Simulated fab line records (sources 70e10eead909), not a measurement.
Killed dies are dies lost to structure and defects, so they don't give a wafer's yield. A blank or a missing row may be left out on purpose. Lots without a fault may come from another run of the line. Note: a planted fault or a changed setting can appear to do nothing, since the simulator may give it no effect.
Problem report in the 8D (eight disciplines) form, filled by code | flow nand harc | the parts of the form that need people (team, actions taken, sign-off) are left out

1. THE PROBLEM
time to endpoint s at NHARC_P_M0_CMP_23 reads a mean of 15.2 s on 2 wafers of 1 lot; wafers without a fault read 26.3 s with a standard deviation of 2.1. Measured from the usual mean, that is -5.3 standard deviations.
The step: polishes, t overpolish 20 s, target thk 117.54 nm.
First seen on wafer L607.3, day 12 07:55, on cmp-04. Wafers with a number at this step in the record: 33, from 11 lots. Rule for "out", or "out of limits": more than 4 standard deviations from the usual mean. All remaining wafers that have a number are taken as sound.

2. WHAT IT IS AND WHAT IT IS NOT
question                    | is                 | is not
which readings at this step | time to endpoint s | motor current A
which lots                  | L607               | L592, L593, L594, L597, L599, L601, L602, L606, L613, L614
which wafers of those lots  | L607.1, L607.3     | L607.2
read on which tools         | cmp-04             | cmp-02, cmp-03
when                        | from day 12 07:55  | up to then (25 sound wafers); but 6 sound wafers of L613, L614 came after

3. THE SUSPECTS, EACH WITH WHAT RULES IT OUT
Counting: a tool at a process step up to the reading stays a suspect if it ran every lot that is out. Sound lots after the first of them don't rule it out here, since some wafers of a struck lot are sound.
- rie diel-13 at NHARC_P_M0_ETCH_34 (etches the open film in N2/H2, target depth 40 nm, overetch 12 nm, time 43.94 s): kept. It processed L607, the lot that is out, at day 12 05:58, and its most recent sound lot before then was L606 at day 12 00:10.
- pvd sputter-01 at NHARC_P_M0_PVD_20 (deposits TaN, target thk 5 nm, time 8.06 s): kept. It processed L607, the lot that is out, at day 12 07:09, and its most recent sound lot before then was L606 at day 12 01:26. NHARC_P_M0_PVD_20 gives no start for some lots, so the hours and the order of its lots are those of NHARC_P_M0_ECD_22.
- ecd cu-01 at NHARC_P_M0_ECD_22 (material Cu, target thk 400 nm): kept. It processed L607, the lot that is out, at day 12 07:09, and its most recent sound lot before then was L601 at day 10 05:30.
- cmp-04 at NHARC_P_M0_CMP_23 (polishes, t overpolish 20 s, target thk 117.54 nm): kept. It processed L607, the lot that is out, at day 12 07:55, and its most recent sound lot before then was L606 at day 12 02:07. Out on those wafers are its own readings of time to endpoint s.
- Within rie diel-13 at NHARC_P_M0_ETCH_34: the wafers that are out ran in chambers 2, 3; their sound lot-mates ran in chamber 1.
- Within cmp-04 at NHARC_P_M0_CMP_23: the wafers that are out ran in chambers 1, 3; their sound lot-mates ran in chamber 0.
Left after counting: rie diel-13 at NHARC_P_M0_ETCH_34, pvd sputter-01 at NHARC_P_M0_PVD_20, ecd cu-01 at NHARC_P_M0_ECD_22, cmp-04 at NHARC_P_M0_CMP_23.

4. THE CAUSE (what the simulator had put in)
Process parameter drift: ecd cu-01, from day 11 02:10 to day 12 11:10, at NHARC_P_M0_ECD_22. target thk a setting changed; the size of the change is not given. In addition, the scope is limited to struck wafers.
Counting left 4 suspects, and this tool is among them.

5. THE CHAIN OF EFFECTS, in route order
Each row: a reading where the mean over the struck wafers with a number is more than 3 standard deviations away from the usual. Only readings whose record carries a usual standard deviation are examined. hours: median over the lots of the time between each lot's start at the first step of this table that gives one and its start at this step. sigmas: the change, counted in usual standard deviations.
hours | step              | reading            | usual  | on struck wafers | change | sigmas
0     | NHARC_P_M0_CMP_23 | time to endpoint s | 26.3 s | 15.2             | -11.1  | -5.3
The process steps in it:
- NHARC_P_M0_CMP_23: polishes, t overpolish 20 s, target thk 117.54 nm.

6. WHAT WOULD HAVE CAUGHT IT SOONER
First out-of-limits reading in this record: day 12 07:55, which is 30 hours after fault onset at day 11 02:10.
By day 12 07:55, every lot that is out (1) had started NHARC_P_M0_ECD_22 on ecd cu-01. Had the tool been put on hold then, not one of them would have been saved.
